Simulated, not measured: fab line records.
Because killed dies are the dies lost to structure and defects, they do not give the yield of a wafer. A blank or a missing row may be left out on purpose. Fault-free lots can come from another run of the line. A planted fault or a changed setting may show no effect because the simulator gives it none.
Which of the tools did it?	flow nandHarc	14 lots, 42 wafers sampled, at 4 steps of a route of 1159

== WHAT EACH GAUGE READ, for each wafer ==
Not one reading of a measure or inspect step in the record can be checked against a usual standard deviation.

== WHAT TOOL EACH LOT RAN ON (gives the tool, then ch and the chambers of the sampled wafers, and finally the start) ==
lot	NHARC_P_ZERO_WELL_DESCUM_13	NHARC_P_ZERO_WELL_DEVELOP_36	NHARC_P_STI_DESCUM_14	NHARC_P_STI_ETCH_31
L943	rieDiel-05 ch 0,1,2, day 2 01:25	lithoTrack-03 ch 0, day 2 04:00	rieDiel-07 ch 0,1, day 3 02:33	rieDiel-07 ch 1,3, no start
L944	rieDiel-05 ch 0,1,3, day 2 07:25	lithoTrack-03 ch 0, day 2 10:00	rieDiel-06 ch 1,3, day 3 02:43	rieDiel-06 ch 1,3, no start
L945	rieDiel-02 ch 2,3, day 2 13:25	lithoTrack-02 ch 0, day 2 16:00	rieDiel-04 ch 1,2, day 3 12:44	rieDiel-04 ch 1,2,3, no start
L946	rieDiel-05 ch 1,2,3, day 2 19:27	lithoTrack-02 ch 0, day 2 22:00	rieDiel-04 ch 1,2, day 3 17:21	rieDiel-04 ch 0,1,2, no start
L947	rieDiel-05 ch 1,2,3, day 3 01:25	lithoTrack-03 ch 0, day 3 04:00	rieDiel-07 ch 1,2, day 3 23:23	rieDiel-07 ch 0,2, no start
L948	rieDiel-05 ch 2,3, day 3 07:24	lithoTrack-02, day 3 10:00	-	-
L949	rieDiel-02 ch 1,3, day 3 13:25	lithoTrack-03, day 3 16:00	-	-
L950	rieDiel-05 ch 0,1,2, day 3 19:22	lithoTrack-07 ch 0, day 3 22:00	rieDiel-06 ch 0,1,2, day 4 17:40	rieDiel-06 ch 0,1,2, no start
L955	rieDiel-01 ch 1,2,3, day 5 01:23	lithoTrack-03 ch 0, day 5 04:00	rieDiel-06 ch 1,2,3, day 5 23:20	rieDiel-06 ch 1,2,3, no start
L956	rieDiel-02 ch 1,2,3, day 5 07:24	lithoTrack-02 ch 0, day 5 10:00	rieDiel-04 ch 0,1, day 6 10:53	rieDiel-04 ch 1,3, no start
L959	rieDiel-05 ch 0,3, day 6 01:17	lithoTrack-02 ch 0, day 6 04:00	rieDiel-04 ch 1,3, day 6 20:28	rieDiel-04 ch 0,1, no start
L960	rieDiel-02 ch 0,3, day 6 07:17	lithoTrack-02 ch 0, day 6 09:00	rieDiel-04 ch 0,2,3, day 7 05:10	rieDiel-04 ch 0,1, no start
L963	rieDiel-02 ch 0,1,3, day 7 01:25	lithoTrack-02 ch 0, day 7 04:00	rieDiel-07 ch 0,2,3, day 8 01:44	rieDiel-07 ch 1,2,3, no start
L964	rieDiel-05 ch 1,2,3, day 7 07:26	lithoTrack-07 ch 0, day 7 10:00	rieDiel-06 ch 1,2,3, day 8 06:04	rieDiel-06 ch 0,3, no start
- NHARC_P_ZERO_WELL_DESCUM_13: chemistry O2, time 3 s.
- NHARC_P_ZERO_WELL_DEVELOP_36: time 70 s.
- NHARC_P_STI_DESCUM_14: chemistry O2, time 3 s.
- NHARC_P_STI_ETCH_31: etches the open film in CF4/CHF3, target depth 108.9 nm, time 54.5 s.

== WHAT THE TOOLS THEMSELVES READ (means of the sampled wafers that have a number; where no wafer has one, the mark that the record gives instead) ==
NHARC_P_ZERO_WELL_DESCUM_13.
lot	tool	drypumpMotorCurrentA (A)	oesProductAu (a.u.)	rfVppV (V)	showerheadPlenumPTorr (Torr)	throttleValvePct (%)
L943	rieDiel-05	5.5	1.020	58.1	1.87	11.321
L944	rieDiel-05	5.7	1.004	58.0	1.94	11.299
L945	rieDiel-02	5.1	1.014	58.1	1.99	11.308
L946	rieDiel-05	5.7	1.012	58.4	1.91	11.315
L947	rieDiel-05	5.7	1.010	57.3	1.91	11.309
L948	rieDiel-05	5.9	1.010	57.3	1.87	11.308
L949	rieDiel-02	5.9	0.999	56.8	1.93	11.301
L950	rieDiel-05	5.5	1.010	57.6	1.87	11.321
L955	rieDiel-01	5.7	0.996	58.0	1.89	11.313
L956	rieDiel-02	5.5	1.009	58.5	1.96	11.313
L959	rieDiel-05	6.0	0.997	57.9	1.97	11.298
L960	rieDiel-02	6.1	1.011	57.8	1.93	11.313
L963	rieDiel-02	6.0	1.011	57.7	1.93	11.314
L964	rieDiel-05	5.7	1.007	58.1	1.91	11.310

NHARC_P_ZERO_WELL_DEVELOP_36.
lot	tool	chillPlateTempC (C)	exhaustPa (Pa)
L943	lithoTrack-03	22.98	44.2
L944	lithoTrack-03	22.92	45.3
L945	lithoTrack-02	23.03	44.9
L946	lithoTrack-02	23.05	45.4
L947	lithoTrack-03	23.14	46.2
L948	lithoTrack-02	-	-
L949	lithoTrack-03	-	-
L950	lithoTrack-07	22.93	45.2
L955	lithoTrack-03	22.89	45.1
L956	lithoTrack-02	23.02	44.7
L959	lithoTrack-02	23.10	45.4
L960	lithoTrack-02	23.11	44.6
L963	lithoTrack-02	22.99	45.0
L964	lithoTrack-07	22.87	44.6

NHARC_P_STI_DESCUM_14.
lot	tool	drypumpMotorCurrentA (A)	oesProductAu (a.u.)	rfVppV (V)	showerheadPlenumPTorr (Torr)	throttleValvePct (%)
L943	rieDiel-07	5.6	0.988	58.5	1.90	11.316
L944	rieDiel-06	6.3	1.006	58.1	1.89	11.307
L945	rieDiel-04	5.7	1.001	58.7	1.89	11.313
L946	rieDiel-04	5.6	1.008	58.1	1.89	11.309
L947	rieDiel-07	6.1	0.993	59.0	1.91	11.308
L950	rieDiel-06	5.7	1.007	58.3	1.96	11.314
L955	rieDiel-06	6.1	1.001	57.9	1.96	11.314
L956	rieDiel-04	5.6	1.004	56.9	1.87	11.319
L959	rieDiel-04	5.4	0.995	56.7	1.84	11.304
L960	rieDiel-04	5.6	1.003	58.5	1.94	11.306
L963	rieDiel-07	5.8	1.016	58.1	1.93	11.307
L964	rieDiel-06	6.1	0.999	58.0	1.96	11.310

NHARC_P_STI_ETCH_31.
lot	tool	biasW (W)	drypumpMotorCurrentA (A)	oesProductAu (a.u.)	rfVppV (V)	showerheadPlenumPTorr (Torr)	throttleValvePct (%)
L943	rieDiel-07	199.6	6.4	0.975	371.8	1.60	16.808
L944	rieDiel-06	199.7	6.1	0.969	371.6	1.59	16.800
L945	rieDiel-04	200.6	5.6	0.961	369.6	1.56	16.804
L946	rieDiel-04	200.2	5.7	0.954	370.0	1.59	16.799
L947	rieDiel-07	200.5	5.6	0.959	370.3	1.56	16.806
L950	rieDiel-06	199.5	5.7	0.977	371.3	1.61	16.800
L955	rieDiel-06	200.3	6.1	0.975	372.2	1.61	16.815
L956	rieDiel-04	200.0	5.4	0.963	368.2	1.51	16.805
L959	rieDiel-04	199.9	5.7	0.971	371.1	1.57	16.800
L960	rieDiel-04	199.8	5.6	0.964	369.6	1.54	16.801
L963	rieDiel-07	200.6	6.2	0.979	371.1	1.59	16.791
L964	rieDiel-06	200.0	6.1	0.922	368.8	1.51	16.799

== THE ANSWER, worked out from the rows above alone ==
Rule: the usual values come from the lots themselves. The widest of any qualifying gaps counts: lots, ordered by their means at a reading, are off when they make up no more than a third of the lots, leave a main group of 4 or more, and stand apart from it by 3 or more times the standard deviation of that group's means. A main group is skipped when, at the precision printed for the reading in the tables above, its means are all equal. A lot without any number at a reading at which 4 lots or more have one is off too. The other lots that the step has rows for count as sound. The gauges are gone through in route order, then the tools' own readings, and for those a lot's mean is taken as printed above. At the first step where some lot is off, the reading lying furthest off is the one used; lots without a number count as furthest.
Off: L948, L949, at NHARC_P_ZERO_WELL_DEVELOP_36 (chillPlateTempC). Without a number there: L948, L949. Main group: mean 23.00 C, sd 0.085.
If a tool, at that step or one of the process steps before it, ran each lot that is off and ran no sound lot following the first of them, it fits. None of those tried fits.

== WHAT THE SIMULATOR HAD INSERTED ==
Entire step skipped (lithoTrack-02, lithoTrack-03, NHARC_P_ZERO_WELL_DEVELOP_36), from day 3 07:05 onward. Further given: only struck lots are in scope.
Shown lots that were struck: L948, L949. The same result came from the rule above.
